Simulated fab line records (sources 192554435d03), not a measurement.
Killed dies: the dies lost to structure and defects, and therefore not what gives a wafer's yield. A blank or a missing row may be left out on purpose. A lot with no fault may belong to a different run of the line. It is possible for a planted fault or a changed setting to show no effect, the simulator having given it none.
Chamber matching || flow n5-finfet || rie-diel-02 running N5_BEOL_M9_DESCUM_33: 4 sister chambers
The step chemistry O2, time 7 s. 4 wafers are shown with their chamber, then 12 later ones without.

## WAFERS WITH THEIR CHAMBER
{"wafer": "L090.3", "chamber": 2, "drypump-motor-current-A (A)": 6.7}
{"wafer": "L090.4", "chamber": 1, "drypump-motor-current-A (A)": 6.2}
{"wafer": "L092.4", "chamber": 0, "drypump-motor-current-A (A)": 5.1}
{"wafer": "L092.6", "chamber": 3, "drypump-motor-current-A (A)": 6.5}

## WAFERS WHOSE CHAMBER IS MISSING
{"wafer": "L093.2", "drypump-motor-current-A (A)": 5.1}
{"wafer": "L093.5", "drypump-motor-current-A (A)": 6.5}
{"wafer": "L093.6", "drypump-motor-current-A (A)": 5.1}
{"wafer": "L095.1", "drypump-motor-current-A (A)": 6.5}
{"wafer": "L095.3", "drypump-motor-current-A (A)": 5.0}
{"wafer": "L095.4", "drypump-motor-current-A (A)": 6.2}
{"wafer": "L094.1", "drypump-motor-current-A (A)": 5.0}
{"wafer": "L094.4", "drypump-motor-current-A (A)": 6.7}
{"wafer": "L094.6", "drypump-motor-current-A (A)": 5.1}
{"wafer": "L097.1", "drypump-motor-current-A (A)": 6.2}
{"wafer": "L097.2", "drypump-motor-current-A (A)": 6.7}
{"wafer": "L097.6", "drypump-motor-current-A (A)": 6.7}

## EACH ONE'S CHAMBER
{"wafer": "L093.2", "from the rows above": 0, "in truth": 0}
{"wafer": "L093.5", "from the rows above": 3, "in truth": 3}
{"wafer": "L093.6", "from the rows above": 0, "in truth": 0}
{"wafer": "L095.1", "from the rows above": 3, "in truth": 3}
{"wafer": "L095.3", "from the rows above": 0, "in truth": 0}
{"wafer": "L095.4", "from the rows above": 1, "in truth": 1}
{"wafer": "L094.1", "from the rows above": 0, "in truth": 0}
{"wafer": "L094.4", "from the rows above": 2, "in truth": 2}
{"wafer": "L094.6", "from the rows above": 0, "in truth": 0}
{"wafer": "L097.1", "from the rows above": 1, "in truth": 1}
{"wafer": "L097.2", "from the rows above": 2, "in truth": 2}
{"wafer": "L097.6", "from the rows above": 2, "in truth": 2}
Placed correctly: 12 of 12. Left unplaced by these rows: 0. Wrongly placed: 0.
How it was worked out, from the rows above alone: a wafer's distance from a chamber is the root of the sum, over the readings, of the square of ((its reading less the chamber's mean) divided by the reading's scatter). If the next closest chamber is less than 2 further off than the closest, the wafer can't be placed; otherwise it belongs to the closest. The mean given for a chamber averages the wafers shown for that chamber. The scatter: root of mean squared gap, hidden wafer to nearest shown wafer, with one shown wafer a chamber.
